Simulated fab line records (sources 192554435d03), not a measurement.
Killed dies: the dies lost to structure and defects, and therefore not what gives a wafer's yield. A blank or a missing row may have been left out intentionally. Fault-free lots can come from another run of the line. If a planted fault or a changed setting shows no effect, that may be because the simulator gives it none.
Split-lot study    flow n5_finfet    21 wafers read across 7 lots, on a route 1938 steps long

ABOUT THE SPLIT
At N5_BEOL_M8_COAT_60 (time 60 s, resist thk 35 nm), the setting spin_rpm was moved away from the recipe's 1500 rpm on 6 of the 21 wafers read, by -10.7% to +7.2%. The other wafers ran this setting at the recipe's value.

FROM THE SPLIT TO THE READING: what the file shows between them, 4 steps
- N5_BEOL_M8_COAT_05: resist thk 90 nm
- N5_BEOL_M8_EBR_07
- N5_BEOL_M8_DESCUM_16: chemistry O2, time 7.9 s
- N5_BEOL_M8_ETCH_61: etches SiARC in CF4, target depth 45.5 nm, time 75.8 s

THE READING
SiARC_of_BEOL_M8_COAT_60.thk_nm (the simulator's own value, which no gauge read), in nm, at N5_BEOL_M8_ETCH_62 (etches SOC in N2/H2, target depth 110 nm, overetch 22 nm, time 165 s). The file gives no usual value for it. Average 28.4 nm, standard deviation 0.19 nm, over the 15 wafers here run with the recipe.

wafer   tool, chamber at the split  spin_rpm as run, rpm  against the recipe  SiARC_of_BEOL_M8_COAT_60.thk_nm, nm  against lot-mates on the recipe
L075.2  litho_track-02, 0           1500                  recipe              28.4                                 -
L075.5  litho_track-02, 0           1500                  recipe              28.4                                 -
L075.6  litho_track-02, 0           1608                  +7.2%               27                                   -1.4
L080.1  litho_track-03, 0           1500                  recipe              28.4                                 -
L080.2  litho_track-03, 0           1500                  recipe              28.6                                 -
L080.3  litho_track-03, 0           1500                  recipe              27.8                                 -
L083.1  litho_track-03, 0           1500                  recipe              28.6                                 -
L083.6  litho_track-03, 0           1500                  recipe              28.6                                 -
L083.4  litho_track-03, 0           1500                  recipe              28.4                                 -
L088.1  litho_track-02, 0           1500                  recipe              28.4                                 -
L088.4  litho_track-02, 0           1340                  -10.7%              30.4                                 +2.1
L088.5  litho_track-02, 0           1500                  recipe              28.2                                 -
L087.2  litho_track-04, 0           1500                  recipe              28.4                                 -
L087.3  litho_track-04, 0           1500                  recipe              28.4                                 -
L087.4  litho_track-04, 0           1500                  recipe              28.4                                 -
L086.2  litho_track-02, 0           1500                  recipe              28.4                                 -
L086.3  litho_track-02, 0           1589                  +5.9%               27.6                                 -0.8
L086.4  litho_track-02, 0           1589                  +5.9%               27.2                                 -1.2
L096.2  litho_track-04, 0           1500                  recipe              28.2                                 -
L096.4  litho_track-04, 0           1386                  -7.6%               30.2                                 +2.0
L096.6  litho_track-04, 0           1386                  -7.6%               30                                   +1.8

FIT RESULTS
A straight line over all 21 wafers: SiARC_of_BEOL_M8_COAT_60.thk_nm changes by -0.196 nm for each +1% of spin_rpm; r = -0.97; the points scatter about the line by 0.21 nm.
The same after taking each lot's own level away (the mean of its wafers on the recipe; 21 wafers): -0.207 nm for each +1%; r = -0.98; scatter 0.2 nm.
According to that fit, moving spin_rpm by its largest amount changes the reading by 2.2 nm.
Measured against the standard deviation above, the lots' own levels, which go from 28.20 to 28.53 nm, span 1.7 times it.
Hence the lot-to-lot level has little effect on the slope; both slopes agree.
Check: +2.35 nm against its lot-mates is what the line predicts for one of the wafers moved furthest among these (-10.7%) when that wafer is left out of the fit. Against them it came out at +2.1 nm.

FURTHER SPLITS ON THESE WAFERS
Before the reading, these wafers also passed through other splits. Each is held against what the fit with the lots' levels taken away leaves over:
other split on the same wafers    wafers away from the commonest value  r with SiARC_of_BEOL_M8_COAT_60.thk_nm (lot level and that fit taken away)
N5_BEOL_M4_TRENCH_ETCH_37 time_s  9                                     +0.22
N5_BEOL_M6_COAT_59 spin_rpm       7                                     -0.27
N5_BEOL_M6_EXPOSE_08 dose_mj      5                                     +0.32
N5_BEOL_M7_COAT_71 spin_rpm       10                                    -0.21

THE WHOLE CHAIN: every reading that the file lists as answering this split, in the file's order
step                what it does                                                          reading                                                                             change (the file's fit)                r (the file's)
N5_BEOL_M8_COAT_60  time 60 s, resist thk 35 nm                                           SiARC_of_BEOL_M8_COAT_60.thk_nm (the simulator's own value, which no gauge read)    -0.177 nm for each +1% of the setting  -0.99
N5_BEOL_M8_ETCH_61  etches SiARC in CF4, target depth 45.5 nm, time 75.8 s                CAR-ArF_of_BEOL_M8_COAT_05.thk_nm (the simulator's own value, which no gauge read)  +0.16 nm for each +1% of the setting   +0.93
N5_BEOL_M8_ETCH_61  etches SiARC in CF4, target depth 45.5 nm, time 75.8 s                etch.depth_nm (the simulator's own value, which no gauge read)                      -0.18 nm for each +1% of the setting   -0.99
N5_BEOL_M8_ETCH_62  etches SOC in N2/H2, target depth 110 nm, overetch 22 nm, time 165 s  SiARC_of_BEOL_M8_COAT_60.thk_nm (the simulator's own value, which no gauge read)    -0.204 nm for each +1% of the setting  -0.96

FILE'S OWN FIT
SiARC_of_BEOL_M8_COAT_60.thk_nm changes by -0.204 nm for each +1% of spin_rpm, r = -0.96.
